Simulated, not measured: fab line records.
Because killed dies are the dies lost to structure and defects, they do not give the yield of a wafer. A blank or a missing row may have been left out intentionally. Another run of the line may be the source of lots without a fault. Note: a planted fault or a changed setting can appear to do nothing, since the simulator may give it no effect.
Commonality check across tools | flow nand_harc | 3 lots and 9 wafers in the sample

WHY THIS WAS OPENED
On 3 of the 3 lots, a flag is raised at NHARC_END_SORT_01 on the reading killed_at_periphery. Fault-free wafers read 3.6, with a standard deviation of 2.7.
Rule: flag the lot when none of its wafers has a number, or when each of its wafers that has one lies beyond 4 standard deviations from that mean. As for the other lots, they are considered sound.

lot  | measured     | on        | killed_at_periphery, wafer by wafer | flag
L428 | day 30 09:40 | prober-02 | 574 567 585                         | FLAGGED
L429 | day 31 05:39 | prober-01 | 596 595 598                         | FLAGGED
L427 | day 31 10:38 | prober-02 | 591 609 594                         | FLAGGED
On average the flagged lots read 589.9, which is +586.3 against the usual, or +99 or more standard deviations.

LOT BY LOT: THE TOOL USED
2 process steps preceding the reading are held in the record, out of 1302 steps in the route. Every cell lists first the tool, next ch and the chambers used by the sampled wafers, and last the start.
lot  | flag    | NHARC_P_ZERO_WELL_DESCUM_13       | NHARC_P_STI_STRIP_24
L428 | FLAGGED | rie_diel-02 ch 0,3, day 8 03:49   | wet_bench-05 ch 2,3,7, day 9 17:53
L429 | FLAGGED | rie_diel-08 ch 0,1,2, day 8 13:26 | wet_bench-05 ch 0,1,4, day 10 12:17
L427 | FLAGGED | rie_diel-09 ch 1,2, day 7 17:16   | wet_bench-09 ch 0,4,5, day 9 17:53
What is done by these steps:
- NHARC_P_ZERO_WELL_DESCUM_13: chemistry O2, time 3 s.
- NHARC_P_STI_STRIP_24: strips Si3N4 in H3PO4.
- NHARC_END_SORT_01

FLAGGED OVER TOTAL, TOOL BY TOOL (the gauges that took the reading come last)
step                        | tool         | lots run | flagged | share of the flagged lots | sound lots run after its first flagged lot
NHARC_P_ZERO_WELL_DESCUM_13 | rie_diel-02  | 1        | 1       | some                      | 0
NHARC_P_ZERO_WELL_DESCUM_13 | rie_diel-08  | 1        | 1       | some                      | 0
NHARC_P_ZERO_WELL_DESCUM_13 | rie_diel-09  | 1        | 1       | some                      | 0
NHARC_P_STI_STRIP_24        | wet_bench-05 | 2        | 2       | some                      | 0
NHARC_P_STI_STRIP_24        | wet_bench-09 | 1        | 1       | some                      | 0
NHARC_END_SORT_01           | prober-01    | 1        | 1       | some                      | 0
NHARC_END_SORT_01           | prober-02    | 2        | 2       | some                      | 0

WHAT THE TABLE PERMITS
No row of the table ran every flagged lot.

WHAT THE SIMULATOR HAD PUT IN
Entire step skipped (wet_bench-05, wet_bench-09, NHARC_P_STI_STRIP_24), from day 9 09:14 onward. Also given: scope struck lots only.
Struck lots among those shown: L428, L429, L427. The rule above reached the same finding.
